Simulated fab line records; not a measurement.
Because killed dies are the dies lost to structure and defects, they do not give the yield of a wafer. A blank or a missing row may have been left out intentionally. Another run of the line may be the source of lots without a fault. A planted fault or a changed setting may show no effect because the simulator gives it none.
Matching of chambers / flow n5Finfet / 4 sister chambers for N5_BEOL_M0_SAQP_ALD_48 on aldSin-04
The step deposits SiO2, target thk 20 nm, pulse time 1 s, co reactant pulse time 1 s. 4 wafers are shown with their chamber, then 10 later ones without.

## EACH WAFER AND ITS CHAMBER
wafer=L087.2; chamber=3; heaterPowerW (W)=84
wafer=L087.5; chamber=2; heaterPowerW (W)=77
wafer=L089.1; chamber=1; heaterPowerW (W)=82
wafer=L089.4; chamber=0; heaterPowerW (W)=88

## WAFERS WITHOUT THEIR CHAMBER
wafer=L089.6; heaterPowerW (W)=78
wafer=L092.2; heaterPowerW (W)=80
wafer=L092.4; heaterPowerW (W)=81
wafer=L092.5; heaterPowerW (W)=79
wafer=L095.1; heaterPowerW (W)=78
wafer=L095.3; heaterPowerW (W)=82
wafer=L095.6; heaterPowerW (W)=87
wafer=L097.1; heaterPowerW (W)=78
wafer=L097.3; heaterPowerW (W)=88
wafer=L097.6; heaterPowerW (W)=86

## THE CHAMBER EACH PASSED THROUGH
wafer=L089.6; from the rows above=2; in truth=2
wafer=L092.2; from the rows above=can't be placed: 1 or 2 or 3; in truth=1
wafer=L092.4; from the rows above=can't be placed: 1 or 3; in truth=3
wafer=L092.5; from the rows above=can't be placed: 2 or 1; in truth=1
wafer=L095.1; from the rows above=2; in truth=2
wafer=L095.3; from the rows above=can't be placed: 1 or 3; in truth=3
wafer=L095.6; from the rows above=can't be placed: 0 or 3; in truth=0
wafer=L097.1; from the rows above=2; in truth=2
wafer=L097.3; from the rows above=0; in truth=0
wafer=L097.6; from the rows above=can't be placed: 0 or 3 or 1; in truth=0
Correctly placed: 4 of 10. These rows do not allow placing 6 (true chamber among the candidates in 6). Number placed wrongly: 0.
How it was worked out, from the rows above alone: a wafer's distance from a chamber is the root of the sum, over the readings, of the square of ((its reading less the chamber's mean) divided by the reading's scatter). If the next closest chamber is less than 2 further off than the closest, the wafer can't be placed; otherwise it belongs to the closest. Each chamber's mean is taken over the wafers shown for it. The scatter: with one shown wafer a chamber, the root of the mean of the squares of how far each hidden wafer lies from its nearest shown one.
